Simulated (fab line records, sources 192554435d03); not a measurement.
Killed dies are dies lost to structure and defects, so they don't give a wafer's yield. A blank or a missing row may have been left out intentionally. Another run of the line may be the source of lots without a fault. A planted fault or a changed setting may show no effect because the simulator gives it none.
fab line records | flow n5-finfet
record lots=7 | wafers=39
route steps=1938 shown FIN_SAQP@108 DUMMY_GATE@215
start-h: hours from the record's opening day to when the first of the lot's shown wafers began | wait-h: hours from the lot's prior step to this one | " the same as in the row above | L1.1+2: several wafers, shown together as one row | - no value present, or no start provided | * or withheld: withheld | < > ~ a bound
route shown NAME@n: names a module that has steps shown in the file, with the first one's number in the route | usual: average and standard deviation across the fault-free wafers | same: alike in all rows | chamber/n: place in a boat | sites: each site's reading | _std_site: how widely they spread, as a standard deviation | _edge_site: mean of outer sites minus mean of inner sites | radius-mm: how far each site lies from the wafer's centre | mask NAME#n: copy n | behind: the last tool/chamber to shape the wafer | hold: reason for holding the lot/hours on hold/outcome of the hold | device: the n, p or np transistor that did not switch | end of line: the tests these same wafers got at the end of their route | where a step has no rows: the recipe by itself | killed: count of dies lost to structure and defects at first sort (not the wafer's yield) | map: dies across one wafer; x = killed, . = not, _ = none there
set.NAME: setting as actually run; set.NAME@STEP: the setting as run at that earlier step | model.NAME: the simulator's own value behind a step, which no gauge read
lots where settings were altered on purpose, with a table for each step and a row for each wafer
## steps
# step N5_FIN_SAQP_EXPOSE_13
# recipe mask-id=FIN_CORE | na=1.35 | source-shape=dipole | sigma-inner=0.538 | sigma-outer=0.738 | polarization=te | target-cd-nm=35.6 | dose-mj=63.25
lot.wafer        | tool            | chamber | start-h | wait-h | mask       | set.dose-mj
L075.1+2+3       | arfi-scanner-01 | 0       | 27.07   | -      | FIN_CORE#0 | 67.78
L075.4+5+6       | "               | 0       | "       | "      | FIN_CORE#0 | 63.25
L078.1+4+5       | arfi-scanner-03 | 0       | 45.53   | -      | FIN_CORE#0 | 63.25
L078.2+3+6       | "               | 0       | "       | "      | FIN_CORE#0 | 59.38
L081.1+4+5       | arfi-scanner-03 | 0       | 64.77   | -      | FIN_CORE#0 | 58.87
L081.2+3+6       | "               | 0       | "       | "      | FIN_CORE#0 | 63.25
L082.1+3+4       | arfi-scanner-01 | 0       | 70.33   | -      | FIN_CORE#0 | 63.25
L082.2+5+6       | "               | 0       | "       | "      | FIN_CORE#0 | 61.97
L086.3+4+6       | arfi-scanner-02 | 0       | 93.30   | -      | FIN_CORE#0 | 63.25
L089.1+2+3+4+5+6 | arfi-scanner-02 | 0       | 111.49  | -      | FIN_CORE#0 | 63.25
L091.1+2+3       | arfi-scanner-03 | 0       | 123.20  | -      | FIN_CORE#0 | 63.25
L091.4+5+6       | "               | 0       | "       | "      | FIN_CORE#0 | 64.62
# step N5_FIN_SAQP_PEB_14
# recipe peb-temp-c=withheld | peb-time-s=60 | resist=CAR-ArF
# step N5_FIN_SAQP_DEVELOP_15
# recipe develop-time-s=30 | developer=TMAH | resist=CAR-ArF | dev-temp-c=23 | rinse-liquid=diw | dry=air-spin
# step N5_FIN_SAQP_CD_MEAS_16
# recipe target-cd-nm=35.6 | landing-energy-ev=500 | detector=se-inlens
# usual cd-nm=35.54/0.26
lot.wafer | tool      | chamber | start-h | wait-h | set.dose-mj@FIN_SAQP_EXPOSE_13 | cd-nm
L075.1    | cd-sem-01 | 0       | 27.19   | -      | 67.78                          | 33.41
L075.2    | "         | 0       | "       | "      | 67.78                          | 33.78
L075.3    | "         | 0       | "       | "      | 67.78                          | 33.31
L075.4    | "         | 0       | "       | "      | 63.25                          | 35.15
L075.5    | "         | 0       | "       | "      | 63.25                          | 35.43
L075.6    | "         | 0       | "       | "      | 63.25                          | 35.73
L078.1    | cd-sem-03 | 0       | 45.66   | -      | 63.25                          | 35.52
L078.2    | "         | 0       | "       | "      | 59.38                          | 37.30
L078.3    | "         | 0       | "       | "      | 59.38                          | 37.33
L078.4    | "         | 0       | "       | "      | 63.25                          | 35.82
L078.5    | "         | 0       | "       | "      | 63.25                          | 35.36
L078.6    | "         | 0       | "       | "      | 59.38                          | 37.66
L081.1    | cd-sem-03 | 0       | 64.90   | -      | 58.87                          | 37.70
L081.2    | "         | 0       | "       | "      | 63.25                          | 35.53
L081.3    | "         | 0       | "       | "      | 63.25                          | 35.87
L081.4    | "         | 0       | "       | "      | 58.87                          | 37.64
L081.5    | "         | 0       | "       | "      | 58.87                          | 37.18
L081.6    | "         | 0       | "       | "      | 63.25                          | 35.85
L082.1    | cd-sem-03 | 0       | 70.46   | -      | 63.25                          | 35.60
L082.2    | "         | 0       | "       | "      | 61.97                          | 35.78
L082.3    | "         | 0       | "       | "      | 63.25                          | 35.30
L082.4    | "         | 0       | "       | "      | 63.25                          | 35.22
L082.5    | "         | 0       | "       | "      | 61.97                          | 35.83
L082.6    | "         | 0       | "       | "      | 61.97                          | 36.31
L086.3    | cd-sem-01 | 0       | 93.42   | -      | 63.25                          | 36.13
L086.4    | "         | 0       | "       | "      | 63.25                          | 35.65
L086.6    | "         | 0       | "       | "      | 63.25                          | 35.92
L089.1    | cd-sem-02 | 0       | 111.62  | -      | 63.25                          | 35.18
L089.2    | "         | 0       | "       | "      | 63.25                          | 35.71
L089.3    | "         | 0       | "       | "      | 63.25                          | 35.20
L089.4    | "         | 0       | "       | "      | 63.25                          | 35.59
L089.5    | "         | 0       | "       | "      | 63.25                          | 35.23
L089.6    | "         | 0       | "       | "      | 63.25                          | 35.23
L091.1    | cd-sem-02 | 0       | 123.33  | -      | 63.25                          | 36.06
L091.2    | "         | 0       | "       | "      | 63.25                          | 35.70
L091.3    | "         | 0       | "       | "      | 63.25                          | 35.36
L091.4    | "         | 0       | "       | "      | 64.62                          | 34.88
L091.5    | "         | 0       | "       | "      | 64.62                          | 34.99
L091.6    | "         | 0       | "       | "      | 64.62                          | 34.82
# step N5_DUMMY_GATE_CVD_03
# recipe material=a-Si | target-thk-a=1500 | temp-c=530 | precursor=SiH4 | time-s=8042
lot.wafer  | tool     | chamber | start-h | wait-h | set.target-thk-a | model.a-Si_of_DUMMY_GATE_CVD_03.thk-nm
L075.1+3+5 | -        | -       | -       | 0.1    | 1500             | 152.8
L075.2     | "        | -       | "       | "      | 1500             | 153.8
L075.4     | "        | -       | "       | "      | 1500             | 152.2
L075.6     | "        | -       | "       | "      | 1500             | 153.6
L078.1     | -        | -       | -       | 0.1    | 1327             | 133.8
L078.2     | "        | -       | "       | "      | 1327             | 133
L078.3     | "        | -       | "       | "      | 1327             | 132.4
L078.4     | "        | -       | "       | "      | 1327             | 133.2
L078.5     | "        | -       | "       | "      | 1327             | 134.2
L078.6     | "        | -       | "       | "      | 1327             | 133.6
L081.1+3   | -        | -       | -       | 0.1    | 1688             | 168.8
L081.2     | "        | -       | "       | "      | 1688             | 169.8
L081.4     | "        | -       | "       | "      | 1688             | 169
L081.5     | "        | -       | "       | "      | 1688             | 169.6
L081.6     | "        | -       | "       | "      | 1688             | 168.6
L082.1     | -        | -       | -       | 0.1    | 1563             | 157.8
L082.2+6   | "        | -       | "       | "      | 1563             | 157.2
L082.3     | "        | -       | "       | "      | 1563             | 158
L082.4     | "        | -       | "       | "      | 1563             | 156.8
L082.5     | "        | -       | "       | "      | 1563             | 157.6
L086.3     | lpcvd-01 | 0/100   | 111.18  | 0.1    | 1500             | 151.8
L086.4     | "        | 0/104   | "       | "      | 1500             | 152
L086.6     | "        | 0/114   | "       | "      | 1500             | 152.2
L089.1+3   | -        | -       | -       | 0.1    | 1662             | 167.2
L089.2     | "        | -       | "       | "      | 1662             | 168.6
L089.4     | "        | -       | "       | "      | 1662             | 167.6
L089.5     | "        | -       | "       | "      | 1662             | 168.2
L089.6     | "        | -       | "       | "      | 1662             | 169.2
L091.1     | -        | -       | -       | 0.1    | 1405             | 143
L091.2     | "        | -       | "       | "      | 1405             | 142.6
L091.3     | "        | -       | "       | "      | 1405             | 143.4
L091.4     | "        | -       | "       | "      | 1405             | 141.2
L091.5     | "        | -       | "       | "      | 1405             | 140.8
L091.6     | "        | -       | "       | "      | 1405             | 141.8
# step N5_DUMMY_GATE_EXPOSE_12
# recipe mask-id=GATE | na=0.33 | source-shape=annular | sigma-inner=0.2 | sigma-outer=0.6 | polarization=unpolarized | target-cd-nm=25 | dose-mj=34
lot.wafer        | tool           | chamber | start-h | wait-h | mask   | set.dose-mj
L075.1+3+5       | euv-scanner-01 | 0       | 50.65   | -      | GATE#0 | 36.71
L075.2+4+6       | "              | 0       | "       | "      | GATE#0 | 34
L078.1+2+3       | euv-scanner-01 | 0       | 73.79   | -      | GATE#0 | 34
L078.4+5+6       | "              | 0       | "       | "      | GATE#0 | 35.15
L081.1+2+3+4+5+6 | euv-scanner-02 | 0       | 88.22   | -      | GATE#0 | 34
L082.1+5+6       | euv-scanner-02 | 0       | 94.22   | -      | GATE#0 | 32.74
L082.2+3+4       | "              | 0       | "       | "      | GATE#0 | 34
L086.3+4+6       | euv-scanner-02 | 0       | 119.47  | -      | GATE#0 | 34
L089.1+4+6       | euv-scanner-01 | 0       | 137.14  | -      | GATE#0 | 34
L089.2+3+5       | "              | 0       | "       | "      | GATE#0 | 31.55
L091.1+3+4       | euv-scanner-01 | 0       | 147.10  | -      | GATE#0 | 34
L091.2+5+6       | "              | 0       | "       | "      | GATE#0 | 31.87
# step N5_DUMMY_GATE_PEB_13
# recipe peb-temp-c=100 | peb-time-s=60 | resist=CAR-EUV
# step N5_DUMMY_GATE_DEVELOP_14
# recipe develop-time-s=30 | developer=TMAH | resist=CAR-EUV | rinse-liquid=surfactant-rinse | dry=air-spin | dev-temp-c=23
# step N5_DUMMY_GATE_CD_MEAS_15
# recipe target-cd-nm=25.8 | landing-energy-ev=500 | detector=se-inlens
# usual cd-nm=24.98/0.25
lot.wafer | tool      | chamber | start-h | wait-h | set.dose-mj@DUMMY_GATE_EXPOSE_12 | cd-nm
L075.1    | cd-sem-01 | 0       | 50.77   | -      | 36.71                            | 23.37
L075.2    | "         | 0       | "       | "      | 34                               | 24.81
L075.3    | "         | 0       | "       | "      | 36.71                            | 23.41
L075.4    | "         | 0       | "       | "      | 34                               | 25.30
L075.5    | "         | 0       | "       | "      | 36.71                            | 23.08
L075.6    | "         | 0       | "       | "      | 34                               | 25.03
L078.1    | cd-sem-02 | 0       | 73.91   | -      | 34                               | 25.14
L078.2    | "         | 0       | "       | "      | 34                               | 24.62
L078.3    | "         | 0       | "       | "      | 34                               | 24.38
L078.4    | "         | 0       | "       | "      | 35.15                            | 24.61
L078.5    | "         | 0       | "       | "      | 35.15                            | 24.29
L078.6    | "         | 0       | "       | "      | 35.15                            | 24.02
L081.1    | cd-sem-01 | 0       | 88.35   | -      | 34                               | 25.13
L081.2    | "         | 0       | "       | "      | 34                               | 25.10
L081.3    | "         | 0       | "       | "      | 34                               | 25.22
L081.4    | "         | 0       | "       | "      | 34                               | 25.01
L081.5    | "         | 0       | "       | "      | 34                               | 25.30
L081.6    | "         | 0       | "       | "      | 34                               | 25.14
L082.1    | cd-sem-03 | 0       | 94.35   | -      | 32.74                            | 25.23
L082.2    | "         | 0       | "       | "      | 34                               | 24.86
L082.3    | "         | 0       | "       | "      | 34                               | 24.83
L082.4    | "         | 0       | "       | "      | 34                               | 24.68
L082.5    | "         | 0       | "       | "      | 32.74                            | 25.49
L082.6    | "         | 0       | "       | "      | 32.74                            | 25.44
L086.3    | cd-sem-02 | 0       | 119.59  | -      | 34                               | 25.04
L086.4    | "         | 0       | "       | "      | 34                               | 24.73
L086.6    | "         | 0       | "       | "      | 34                               | 24.95
L089.1    | cd-sem-02 | 0       | 137.27  | -      | 34                               | 25.48
L089.2    | "         | 0       | "       | "      | 31.55                            | 26.70
L089.3    | "         | 0       | "       | "      | 31.55                            | 26.75
L089.4    | "         | 0       | "       | "      | 34                               | 24.79
L089.5    | "         | 0       | "       | "      | 31.55                            | 26.11
L089.6    | "         | 0       | "       | "      | 34                               | 25.01
L091.1    | cd-sem-03 | 0       | 147.22  | -      | 34                               | 24.88
L091.2    | "         | 0       | "       | "      | 31.87                            | 26.32
L091.3    | "         | 0       | "       | "      | 34                               | 25.04
L091.4    | "         | 0       | "       | "      | 34                               | 25.17
L091.5    | "         | 0       | "       | "      | 31.87                            | 26.10
L091.6    | "         | 0       | "       | "      | 31.87                            | 26.25
# step N5_DUMMY_GATE_STRIP_38
# recipe chemistry=N2/H2 | temp-c=40 | n2-flow-sccm=200 | h2-flow-sccm=200 | rf-frequency-hz=6e+07
# step N5_DUMMY_GATE_STRIP_39
# recipe chemistry=N2/H2 | temp-c=40 | n2-flow-sccm=200 | h2-flow-sccm=200 | rf-frequency-hz=6e+07
# step N5_DUMMY_GATE_TRIM_49
# recipe chemistry=O2 | resist=SOC | time-s=29 | target-cd-nm=14 | source-power-w=300 | bias-power-w=0 | O2_flow_sccm=100 | temp-c=20
lot.wafer  | tool      | chamber | start-h | wait-h | set.dose-mj@DUMMY_GATE_EXPOSE_12 | model.DUMMY_GATE.cd-nm
L075.1     | rie-si-05 | 2       | 51.27   | 0.0    | 36.71                            | 13
L075.2+6   | "         | 3       | "       | "      | 34                               | 14
L075.3     | "         | 1       | "       | "      | 36.71                            | 12.6
L075.4     | "         | 0       | "       | "      | 34                               | 14.2
L075.5     | "         | 0       | "       | "      | 36.71                            | 12.4
L078.1     | rie-si-05 | 2       | 74.28   | 0.0    | 34                               | 14
L078.2     | "         | 0       | "       | "      | 34                               | 13.8
L078.3     | "         | 3       | "       | "      | 34                               | 13.6
L078.4     | "         | 1       | "       | "      | 35.15                            | 13.6
L078.5     | "         | 1       | "       | "      | 35.15                            | 13
L078.6     | "         | 2       | "       | "      | 35.15                            | 13.4
L081.1     | rie-si-05 | 2       | 88.71   | 0.0    | 34                               | 14.4
L081.2+3+5 | "         | 3,0,0   | "       | "      | 34                               | 14
L081.4     | "         | 1       | "       | "      | 34                               | 14.2
L081.6     | "         | 3       | "       | "      | 34                               | 13.8
L082.1     | rie-si-06 | 1       | 94.70   | 0.0    | 32.74                            | 14.8
L082.2+4   | "         | 0,2     | "       | "      | 34                               | 14
L082.3     | "         | 3       | "       | "      | 34                               | 14.4
L082.5     | "         | 0       | "       | "      | 32.74                            | 15
L082.6     | "         | 3       | "       | "      | 32.74                            | 14.6
L086.3+4   | rie-si-06 | 1,3     | 119.95  | 0.0    | 34                               | 14
L086.6     | "         | 0       | "       | "      | 34                               | 14.2
L089.1     | rie-si-06 | 0       | 137.92  | 0.0    | 34                               | 14.2
L089.2+3+5 | "         | 3,2,1   | "       | "      | 31.55                            | 15.8
L089.4     | "         | 1       | "       | "      | 34                               | 13.8
L089.6     | "         | 2       | "       | "      | 34                               | 14.6
L091.1+4   | rie-si-06 | 2,3     | 147.58  | 0.0    | 34                               | 14
L091.2     | "         | 1       | "       | "      | 31.87                            | 15.2
L091.3     | "         | 0       | "       | "      | 34                               | 14.2
L091.5     | "         | 1       | "       | "      | 31.87                            | 15
L091.6     | "         | 0       | "       | "      | 31.87                            | 15.6
# step N5_DUMMY_GATE_STRIP_40
# recipe chemistry=CF4 | resist=SiARC | power-w=300 | bias-power-w=75 | pressure-mtorr=50 | cf4-flow-sccm=150 | rf-frequency-hz=6e+07
# step N5_DUMMY_GATE_CD_MEAS_50
# recipe target-cd-nm=14
# usual cd-nm=14.0/0.31
lot.wafer | tool      | chamber | start-h | wait-h | set.dose-mj@DUMMY_GATE_EXPOSE_12 | cd-nm
L075.1    | cd-sem-03 | -       | 51.47   | 0.0    | 36.71                            | 13.1
L075.2    | "         | -       | "       | "      | 34                               | 14.0
L075.3    | "         | -       | "       | "      | 36.71                            | 12.6
L075.4    | "         | -       | "       | "      | 34                               | 14.2
L075.5    | "         | -       | "       | "      | 36.71                            | 12.7
L075.6    | "         | -       | "       | "      | 34                               | 14.1
L078.1    | cd-sem-02 | -       | 74.43   | 0.0    | 34                               | 14.2
L078.2    | "         | -       | "       | "      | 34                               | 13.9
L078.3    | "         | -       | "       | "      | 34                               | 13.6
L078.4    | "         | -       | "       | "      | 35.15                            | 13.7
L078.5    | "         | -       | "       | "      | 35.15                            | 12.7
L078.6    | "         | -       | "       | "      | 35.15                            | 13.2
L081.1    | cd-sem-03 | -       | 88.85   | 0.0    | 34                               | 14.1
L081.2    | "         | -       | "       | "      | 34                               | 14.3
L081.3    | "         | -       | "       | "      | 34                               | 13.7
L081.4    | "         | -       | "       | "      | 34                               | 14.0
L081.5    | "         | -       | "       | "      | 34                               | 14.2
L081.6    | "         | -       | "       | "      | 34                               | 13.9
L082.1    | cd-sem-01 | -       | 94.86   | 0.0    | 32.74                            | 14.7
L082.2    | "         | -       | "       | "      | 34                               | 14.2
L082.3    | "         | -       | "       | "      | 34                               | 14.2
L082.4    | "         | -       | "       | "      | 34                               | 13.8
L082.5    | "         | -       | "       | "      | 32.74                            | 14.9
L082.6    | "         | -       | "       | "      | 32.74                            | 14.8
L086.3    | cd-sem-03 | -       | 120.11  | 0.0    | 34                               | 14.1
L086.4    | "         | -       | "       | "      | 34                               | 13.9
L086.6    | "         | -       | "       | "      | 34                               | 14.4
L089.1    | cd-sem-02 | -       | 138.06  | 0.0    | 34                               | 14.3
L089.2    | "         | -       | "       | "      | 31.55                            | 15.9
L089.3    | "         | -       | "       | "      | 31.55                            | 16.0
L089.4    | "         | -       | "       | "      | 34                               | 14.1
L089.5    | "         | -       | "       | "      | 31.55                            | 15.6
L089.6    | "         | -       | "       | "      | 34                               | 15.1
L091.1    | cd-sem-03 | -       | 147.73  | 0.0    | 34                               | 14.1
L091.2    | "         | -       | "       | "      | 31.87                            | 15.4
L091.3    | "         | -       | "       | "      | 34                               | 13.8
L091.4    | "         | -       | "       | "      | 34                               | 14.2
L091.5    | "         | -       | "       | "      | 31.87                            | 15.1
L091.6    | "         | -       | "       | "      | 31.87                            | 15.1
# step N5_DUMMY_GATE_ETCH_32
# recipe chemistry=CF4 | target=SiO2 | target-depth-a=35 | time-s=3.9 | ion-energy-ev=350 | pressure-mtorr=10 | icp-w=800 | bias-w=400 | cf4-flow-sccm=80
lot.wafer | tool      | chamber | start-h | wait-h | set.time-s | model.etch.depth-nm
L075.1    | rie-si-02 | 0       | 51.79   | 0.1    | 3.9        | 3.461
L075.2    | "         | 2       | "       | "      | 3.9        | 3.378
L075.3    | "         | 1       | "       | "      | 4.139      | 3.715
L075.4    | "         | 3       | "       | "      | 4.139      | 3.711
L075.5    | "         | 0       | "       | "      | 4.139      | 3.653
L075.6    | "         | 1       | "       | "      | 3.9        | 3.52
L078.1    | rie-si-02 | 0       | 74.72   | 0.1    | 3.9        | 3.508
L078.2    | "         | 2       | "       | "      | 3.9        | 3.459
L078.3    | "         | 1       | "       | "      | 4.546      | 4.112
L078.4    | "         | 0       | "       | "      | 4.546      | 4.086
L078.5    | "         | 1       | "       | "      | 3.9        | 3.516
L078.6    | "         | 2       | "       | "      | 4.546      | 3.987
L081.1    | rie-si-02 | 0       | 89.33   | 0.1    | 4.524      | 4.106
L081.2    | "         | 1       | "       | "      | 3.9        | 3.527
L081.3    | "         | 2       | "       | "      | 4.524      | 3.977
L081.4    | "         | 3       | "       | "      | 4.524      | 4.089
L081.5    | "         | 0       | "       | "      | 3.9        | 3.502
L081.6    | "         | 3       | "       | "      | 3.9        | 3.513
L082.1    | rie-si-02 | 2       | 95.15   | 0.1    | 4.37       | 3.87
L082.2    | "         | 3       | "       | "      | 4.37       | 3.974
L082.3    | "         | 0       | "       | "      | 3.9        | 3.533
L082.4    | "         | 1       | "       | "      | 3.9        | 3.535
L082.5    | "         | 0       | "       | "      | 3.9        | 3.503
L082.6    | "         | 1       | "       | "      | 4.37       | 3.98
L086.3    | rie-si-02 | 3       | 120.51  | 0.1    | 3.9        | 3.518
L086.4+6  | "         | 2       | "       | "      | 3.9        | 3.42
L089.1    | rie-si-05 | 1       | 138.36  | 0.1    | 4.304      | 3.949
L089.2    | "         | 0       | "       | "      | 4.304      | 4.015
L089.3    | "         | 3       | "       | "      | 3.9        | 3.546
L089.4    | "         | 2       | "       | "      | 3.9        | 3.55
L089.5    | "         | 0       | "       | "      | 3.9        | 3.602
L089.6    | "         | 1       | "       | "      | 4.304      | 3.975
L091.1    | rie-si-02 | 1       | 148.02  | 0.1    | 3.9        | 3.527
L091.2    | "         | 3       | "       | "      | 3.9        | 3.542
L091.3    | "         | 0       | "       | "      | 4.588      | 4.143
L091.4    | "         | 2       | "       | "      | 3.9        | 3.409
L091.5    | "         | 0       | "       | "      | 4.588      | 4.115
L091.6    | "         | 1       | "       | "      | 4.588      | 4.184
# step N5_DUMMY_GATE_ETCH_23
# recipe chemistry=HBr/Cl2/O2 | HBr_flow_sccm=150 | Cl2_flow_sccm=80 | O2_flow_sccm=12 | bias-w=102 | target-depth-a=410 | time-s=22.3 | target=poly-Si | mask-material=SiO2 | pressure-mtorr=10 | icp-w=800
# step N5_DUMMY_GATE_ETCH_44
# recipe chemistry=HBr/O2 | over-etch-frac=0.7 | target-depth-a=1275 | stop-on=SiO2 | ion-energy-ev=60 | bias-w=20 | target=poly-Si | mask-material=SiO2 | pressure-mtorr=20 | icp-w=400 | HBr_flow_sccm=120 | O2_flow_sccm=10
lot.wafer | tool      | chamber | start-h | wait-h | set.dose-mj@DUMMY_GATE_EXPOSE_12 | model.DUMMY_GATE.cd-nm
L075.1    | rie-si-02 | 0       | 51.88   | 0.0    | 36.71                            | 14
L075.2+4  | "         | 2,3     | "       | "      | 34                               | 15
L075.3+5  | "         | 1,0     | "       | "      | 36.71                            | 13.6
L075.6    | "         | 1       | "       | "      | 34                               | 14.8
L078.1    | rie-si-02 | 0       | 74.81   | 0.0    | 34                               | 14.8
L078.2    | "         | 2       | "       | "      | 34                               | 15
L078.3    | "         | 1       | "       | "      | 34                               | 14.4
L078.4    | "         | 0       | "       | "      | 35.15                            | 14.6
L078.5    | "         | 1       | "       | "      | 35.15                            | 14.2
L078.6    | "         | 2       | "       | "      | 35.15                            | 14.4
L081.1+4  | rie-si-02 | 0,3     | 89.42   | 0.0    | 34                               | 15.4
L081.2+6  | "         | 1,3     | "       | "      | 34                               | 14.6
L081.3+5  | "         | 2,0     | "       | "      | 34                               | 15
L082.1+5  | rie-si-02 | 2,0     | 95.24   | 0.0    | 32.74                            | 16
L082.2    | "         | 3       | "       | "      | 34                               | 15.2
L082.3    | "         | 0       | "       | "      | 34                               | 15.4
L082.4    | "         | 1       | "       | "      | 34                               | 15
L082.6    | "         | 1       | "       | "      | 32.74                            | 15.8
L086.3    | rie-si-02 | 3       | 120.60  | 0.0    | 34                               | 15
L086.4+6  | "         | 2       | "       | "      | 34                               | 15.2
L089.1    | rie-si-05 | 1       | 138.45  | 0.0    | 34                               | 15.2
L089.2    | "         | 0       | "       | "      | 31.55                            | 16.6
L089.3    | "         | 3       | "       | "      | 31.55                            | 17
L089.4    | "         | 2       | "       | "      | 34                               | 14.8
L089.5    | "         | 0       | "       | "      | 31.55                            | 16.8
L089.6    | "         | 1       | "       | "      | 34                               | 15.6
L091.1    | rie-si-02 | 1       | 148.11  | 0.0    | 34                               | 14.8
L091.2+5  | "         | 3,0     | "       | "      | 31.87                            | 16
L091.3    | "         | 0       | "       | "      | 34                               | 15
L091.4    | "         | 2       | "       | "      | 34                               | 15.2
L091.6    | "         | 1       | "       | "      | 31.87                            | 16.4
# step N5_DUMMY_GATE_CD_MEAS_24
# recipe target-cd-nm=15
# usual cd-nm=15.1/0.31
lot.wafer | tool      | chamber | start-h | wait-h | set.dose-mj@DUMMY_GATE_EXPOSE_12 | cd-nm
L075.1    | cd-sem-02 | -       | 51.99   | 0.1    | 36.71                            | 14.1
L075.2    | "         | -       | "       | "      | 34                               | 15.2
L075.3    | "         | -       | "       | "      | 36.71                            | 13.6
L075.4    | "         | -       | "       | "      | 34                               | 14.8
L075.5    | "         | -       | "       | "      | 36.71                            | 13.8
L075.6    | "         | -       | "       | "      | 34                               | 14.7
L078.1    | cd-sem-01 | -       | 74.92   | 0.1    | 34                               | 14.9
L078.2    | "         | -       | "       | "      | 34                               | 14.8
L078.3    | "         | -       | "       | "      | 34                               | 14.5
L078.4    | "         | -       | "       | "      | 35.15                            | 14.6
L078.5    | "         | -       | "       | "      | 35.15                            | 14.1
L078.6    | "         | -       | "       | "      | 35.15                            | 14.0
L081.1    | cd-sem-03 | -       | 89.53   | 0.1    | 34                               | 15.4
L081.2    | "         | -       | "       | "      | 34                               | 14.9
L081.3    | "         | -       | "       | "      | 34                               | 14.9
L081.4    | "         | -       | "       | "      | 34                               | 15.5
L081.5    | "         | -       | "       | "      | 34                               | 15.3
L081.6    | "         | -       | "       | "      | 34                               | 15.0
L082.1    | cd-sem-03 | -       | 95.35   | 0.1    | 32.74                            | 15.9
L082.2    | "         | -       | "       | "      | 34                               | 15.1
L082.3    | "         | -       | "       | "      | 34                               | 15.6
L082.4    | "         | -       | "       | "      | 34                               | 15.0
L082.5    | "         | -       | "       | "      | 32.74                            | 15.9
L082.6    | "         | -       | "       | "      | 32.74                            | 15.7
L086.3    | cd-sem-03 | -       | 120.72  | 0.1    | 34                               | 14.9
L086.4    | "         | -       | "       | "      | 34                               | 15.2
L086.6    | "         | -       | "       | "      | 34                               | 15.0
L089.1    | cd-sem-02 | -       | 138.56  | 0.1    | 34                               | 15.3
L089.2    | "         | -       | "       | "      | 31.55                            | 16.5
L089.3    | "         | -       | "       | "      | 31.55                            | 17.4
L089.4    | "         | -       | "       | "      | 34                               | 14.8
L089.5    | "         | -       | "       | "      | 31.55                            | 16.6
L089.6    | "         | -       | "       | "      | 34                               | 15.4
L091.1    | cd-sem-03 | -       | 148.22  | 0.1    | 34                               | 14.7
L091.2    | "         | -       | "       | "      | 31.87                            | 16.0
L091.3    | "         | -       | "       | "      | 34                               | 15.3
L091.4    | "         | -       | "       | "      | 34                               | 15.1
L091.5    | "         | -       | "       | "      | 31.87                            | 16.1
L091.6    | "         | -       | "       | "      | 31.87                            | 16.3
## key
split step=N5_FIN_SAQP_EXPOSE_13 | setting=dose-mj | stated=63.25 | by=wafer
response step=N5_FIN_SAQP_CD_MEAS_16 | reading=cd-nm | change=-0.278 | per=1% | r=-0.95
split step=N5_DUMMY_GATE_CVD_03 | setting=target-thk-a | stated=1500 | by=lot
response step=N5_DUMMY_GATE_CVD_03 | reading=model.a-Si_of_DUMMY_GATE_CVD_03.thk-nm | change=+1.49 | per=1% | r=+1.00
split step=N5_DUMMY_GATE_EXPOSE_12 | setting=dose-mj | stated=34 | by=wafer
response step=N5_DUMMY_GATE_CD_MEAS_15 | reading=cd-nm | change=-0.197 | per=1% | r=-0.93
response step=N5_DUMMY_GATE_TRIM_49 | reading=model.DUMMY_GATE.cd-nm | change=-0.19 | per=1% | r=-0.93
response step=N5_DUMMY_GATE_CD_MEAS_50 | reading=cd-nm | change=-0.184 | per=1% | r=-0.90
response step=N5_DUMMY_GATE_ETCH_44 | reading=model.DUMMY_GATE.cd-nm | change=-0.178 | per=1% | r=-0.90
response step=N5_DUMMY_GATE_CD_MEAS_24 | reading=cd-nm | change=-0.176 | per=1% | r=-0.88
split step=N5_DUMMY_GATE_ETCH_32 | setting=time-s | stated=3.9 | by=wafer
response step=N5_DUMMY_GATE_ETCH_32 | reading=model.etch.depth-nm | change=+0.0357 | per=1% | r=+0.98
